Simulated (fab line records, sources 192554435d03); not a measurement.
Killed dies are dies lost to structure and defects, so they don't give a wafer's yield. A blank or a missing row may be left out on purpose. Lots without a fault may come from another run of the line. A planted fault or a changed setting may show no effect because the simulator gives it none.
Chamber matching | flow n5_finfet | N5_BEOL_M11_ILD_DEP_00 on pecvd-01: 3 sister chambers
The step deposits SiCOH lowk from DEMS/porogen, target thk 308.51 nm, time 58 s. 3 wafers are shown with their chamber, then 7 later ones without.

WAFERS WITH THEIR CHAMBER
wafer  | chamber | showerhead_vpp_V (V)
L089.1 | 0       | 1352
L090.2 | 1       | 1427
L090.3 | 2       | 1358

WAFERS WITHOUT THEIR CHAMBER
wafer  | showerhead_vpp_V (V)
L090.4 | 1361
L095.1 | 1351
L095.3 | 1397
L095.5 | 1348
L096.1 | 1364
L096.3 | 1334
L096.5 | 1428

WHICH CHAMBER EACH WENT THROUGH
wafer  | from the rows above          | in truth
L090.4 | can't be placed: 2 or 0      | 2
L095.1 | can't be placed: 0 or 2      | 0
L095.3 | can't be placed: 1 or 2 or 0 | 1
L095.5 | can't be placed: 0 or 2      | 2
L096.1 | can't be placed: 2 or 0      | 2
L096.3 | can't be placed: 0 or 2      | 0
L096.5 | 1                            | 1
Placed correctly: 1 of 7. Can't be placed from these rows: 6 (the true chamber is among the candidates in 6). Placed wrongly: 0.
How it was worked out, from the rows above alone: a wafer's distance from a chamber is the root of the sum, over the readings, of the square of ((its reading less the chamber's mean) divided by the reading's scatter). The wafer belongs to the nearest chamber; if the next one is less than 2 further off, it can't be placed. A chamber's mean is the mean of its shown wafers. The scatter: with one shown wafer a chamber, the root of the mean of the squares of how far each hidden wafer lies from its nearest shown one.
